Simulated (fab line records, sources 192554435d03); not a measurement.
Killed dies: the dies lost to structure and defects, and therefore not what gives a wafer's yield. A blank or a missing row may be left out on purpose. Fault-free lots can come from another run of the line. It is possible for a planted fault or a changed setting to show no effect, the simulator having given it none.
Struck lot and sound lot, side by side || flow n5Finfet || 15 steps out of a route of 1938
Sound: wafers L698.3, L698.4, L698.5. Struck: wafer L702.5 (left out: L702.3, L702.6 of the same lot, which were not struck); the cause appears at the end.
At each step with rows: each side's tool, then ch and its chambers, then its first start. Under that, the readings that differ: sound wafers || struck wafers || difference of the means || sigmas: that difference in standard deviations of wafers without a fault.
alike: same words and numbers on both sides, and readings whose means sit less than 2 such deviations apart. not compared: any withheld reading, any reading some wafer has no value for, any bound like >300 that may hide the same value, and any number with overlapping values for which the record gives no deviation.
Wherever a step has rows on one side only, a row that says differs or no value, or a row with sigmas, the two part there. Non-overlapping numbers with no deviation appear without sigmas and do not part them. A reading missing from all wafers of one side parts the sides only when that side holds two or more wafers.

N5_BEOL_M7_OCD_MEAS_38:
  sound: ocd-02 at day 9 23:21; struck: ocd-02 at day 10 11:18
  alike: trenchDepthNm
then, 4 steps without rows for these wafers: N5_BEOL_M7_HM_STRIP_39 (strips TiN in peroxide tin strip, target depth 25 nm, time 158 s); N5_BEOL_M7_SRD_40 (time 30 s); N5_BEOL_M7_PRECLEAN_42 (cleans in residue remover, time 60 s); N5_BEOL_M7_SRD_43 (time 30 s).
N5_BEOL_M7_CD_MEAS_35: the cd target is 40 nm.
  sound: cdSem-01 at day 9 23:31; struck: cdSem-03 at day 10 11:27
  alike: cdNm
N5_BEOL_M7_CURE_75: cures SiCOH lowk, time 120 s.
  sound on uvCure-02 ch 2, day 9 23:53; struck on uvCure-02 ch 0, day 10 11:35
  alike: lampPowerPct, wafer_temp_C_max
N5_BEOL_M7_DEGAS_44: time 60 s.
  sound: pvdSputter-01 at day 10 00:21; struck: pvdSputter-01 at day 10 11:49
  alike: heaterPowerW
N5_BEOL_M7_PRE_CLEAN_45: time 30 s.
  sound: pvdSputter-01 at day 10 00:23; struck: pvdSputter-01 at day 10 11:52
  alike: heaterPowerW
N5_BEOL_M7_ALD_77: deposits TaN, target thk 2 nm, pulse time 2 s, purge time 3 s.
  sound on aldMetal-01 ch 0,1,3, day 10 00:34; struck on aldMetal-01 ch 3, day 10 11:55
  alike: heaterPowerW, precursorVesselCarrierSccm, precursorVesselPressureTorr
N5_BEOL_M7_SURFACE_TREAT_79:
  sound: pvdSputter-03 at day 10 00:55; struck: pvdSputter-02 at day 10 12:12
  not compared: pressureMtorr, throttleValvePct
then, 1 step without rows for these wafers: N5_BEOL_M7_CVD_78 (deposits Co from CCTBA/H2, target thk 2 nm, time 142.3 s).
N5_BEOL_M7_SPUTTER_48: material Cu, target thk 10 nm, time 1.667 s.
  sound: pvdSputter-03 at day 10 01:05; struck: pvdSputter-03 at day 10 12:22
{"reading": "cathodeDcPowerW (W)", "sound": "26005 25994 25996", "struck": 21602, "difference": -4396, "sigmas": "-99 or more"}
  alike: biasV, throttleValvePct
then, 2 steps without rows for these wafers: N5_BEOL_M7_ECD_50 (material Cu, target thk 300 nm); N5_PASSIVATION_PROBE_49.

## WHERE THEY PART
Only at N5_BEOL_M7_SPUTTER_48, within this record.

WHY: the cause the simulator had injected
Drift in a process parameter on pvdSputter-03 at N5_BEOL_M7_SPUTTER_48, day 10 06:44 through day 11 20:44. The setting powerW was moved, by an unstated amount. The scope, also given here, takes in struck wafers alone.
